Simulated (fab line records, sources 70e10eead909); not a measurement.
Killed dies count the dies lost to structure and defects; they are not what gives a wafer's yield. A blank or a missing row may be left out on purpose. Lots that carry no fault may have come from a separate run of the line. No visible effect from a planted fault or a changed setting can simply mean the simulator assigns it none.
Comparing a struck lot with a sound one    flow nand harc    22 out of 1159 route steps
Sound: wafers L424.2, L424.3, L424.6. Wafers struck: L438.2, L438.4, L438.5. The cause is given at the end.
For every step that has rows: the tool of each side, followed by ch and its chambers, followed by its first start. Under that, the readings that differ: sound wafers    struck wafers    difference of the means    sigmas: that difference in standard deviations of wafers without a fault.
alike: same words and numbers on both sides, and readings whose means sit less than 2 such deviations apart. not compared: any withheld reading, any reading some wafer has no value for, any bound like >300 that may hide the same value, and any number with overlapping values for which the record gives no deviation.
A row with sigmas, a row that says differs or no value, or rows on one side alone: a step with any of these is where the two part. Numbers that don't overlap but have no deviation are shown without sigmas and don't part them. A reading that every wafer of one side lacks parts them only if that side has two wafers or more.

NHARC_A_CONTACT_CMP_20: polishes, t overpolish 30 s, target thk 300 nm.
  sound on cmp-02 ch 1,2, day 17 09:12; struck on cmp-04 ch 0,2, day 21 03:31
  alike: motor current A, overpolish run s, time to endpoint s
after that, 1 step had no rows for these wafers: NHARC_A_CONTACT_SRD_22.
NHARC_A_CONTACT_INSPECT_23:
  sound: defect inspect-02 at day 17 09:37; struck: defect inspect-02 at day 21 03:53
  alike: raw defect count
then, 8 steps without rows for these wafers: NHARC_A_BLC_DEHYDRATE_00 (time 120 s); NHARC_A_BLC_HMDS_01 (time 30 s); NHARC_A_BLC_COAT_02 (time 75 s); NHARC_A_BLC_COAT_03 (time 65 s); NHARC_A_BLC_COAT_04 (resist thk 90 nm); NHARC_A_BLC_SOFTBAKE_05 (time 55 s); NHARC_A_BLC_EBR_06; NHARC_A_BLC_EXPOSE_07 (exposes mask A BLC, target cd 100 nm).
NHARC_A_BLC_PEB_08: peb time 65 s.
  sound on litho track-01 ch 0, day 17 10:02; struck on litho track-01 ch 0, day 21 04:19
  alike: chill plate temp C
then, 1 step without rows for these wafers: NHARC_A_BLC_DEVELOP_09 (develop time 35 s).
NHARC_A_BLC_CD_MEAS_10: the cd target is 100 nm.
  sound on cd sem-01 ch 0, day 17 10:07; struck on cd sem-03 ch 0, day 21 04:24
reading     sound              struck             difference  sigmas
cd nm (nm)  100.0 100.9 100.9  107.2 108.1 106.5  +6.7        +15
NHARC_A_BLC_OVL_MEAS_11:
  sound: overlay-02 at day 17 10:12; struck: overlay-01 at day 21 04:29
  alike: overlay x nm, overlay y nm
NHARC_A_BLC_INSPECT_12:
  sound: defect inspect-01 at day 17 10:14; struck: defect inspect-02 at day 21 04:31
  alike: raw defect count
NHARC_A_BLC_DESCUM_15: chemistry O2, time 3 s.
  sound on rie diel-04 ch 1,2,3, day 17 10:18; struck on rie diel-02 ch 1,2, day 21 04:38
reading                          sound            struck             difference  sigmas
showerhead plenum p Torr (Torr)  1.88 2.04 1.93   1.80 1.80 1.77     -0.16       -2
model.A_BLC.cd nm (nm)           100 100.6 100.1  107.1 107.5 106.6  +6.8        
  alike: drypump motor current A, oes product au, rf vpp V, throttle valve pct
  not compared: rf hours counter h
NHARC_A_BLC_ETCH_16: etches the open film in CF4, target depth 39 nm, time 65 s.
  sound on rie diel-04 ch 0,1, day 17 10:23; struck on rie diel-02 ch 1,3, day 21 04:44
  alike: drypump motor current A, oes product au, rf vpp V, showerhead plenum p Torr, throttle valve pct
  not compared: rf hours counter h
NHARC_A_BLC_ETCH_17: etches the open film in N2/H2, target depth 390 nm, time 609.38 s.
  sound on rie diel-04 ch 0,2; struck on rie diel-02 ch 1,2
  alike: drypump motor current A, oes product au, rf vpp V, showerhead plenum p Torr, throttle valve pct
  not compared: rf hours counter h
NHARC_A_BLC_ETCH_18: etches the open film in C4F8/O2/Ar, target depth 910 nm.
  sound on rie diel-04 ch 0,2,3; struck on rie diel-02 ch 1,2
reading                 sound              struck             difference  sigmas
model.A_BLC.cd nm (nm)  99.19 101.7 101.3  106.6 107.8 105.1  +5.8        
  alike: oes product au, rf vpp V
  not compared: rf hours counter h
NHARC_A_BLC_CD_MEAS_19:
  sound: cd sem-03 at day 17 11:16; struck: cd sem-03 at day 21 05:49
reading     sound             struck             difference  sigmas
cd nm (nm)  99.2 101.8 101.4  106.4 107.7 105.1  +5.6        +4
-- the record jumps here: 2 days lie between the struck wafers' starts before and after (it left off in module A_BLC and takes up again in module END, whose first step shown is number 1159 of the route) --
NHARC_END_SORT_01:
  the record has rows for the struck wafers here (prober-01 ch 0, day 23 14:53) and none for the sound ones

== WHERE THEY PART ==
Last at NHARC_END_SORT_01 as far as this record goes, first at NHARC_A_BLC_CD_MEAS_10.

WHY: what had been put in by the simulator
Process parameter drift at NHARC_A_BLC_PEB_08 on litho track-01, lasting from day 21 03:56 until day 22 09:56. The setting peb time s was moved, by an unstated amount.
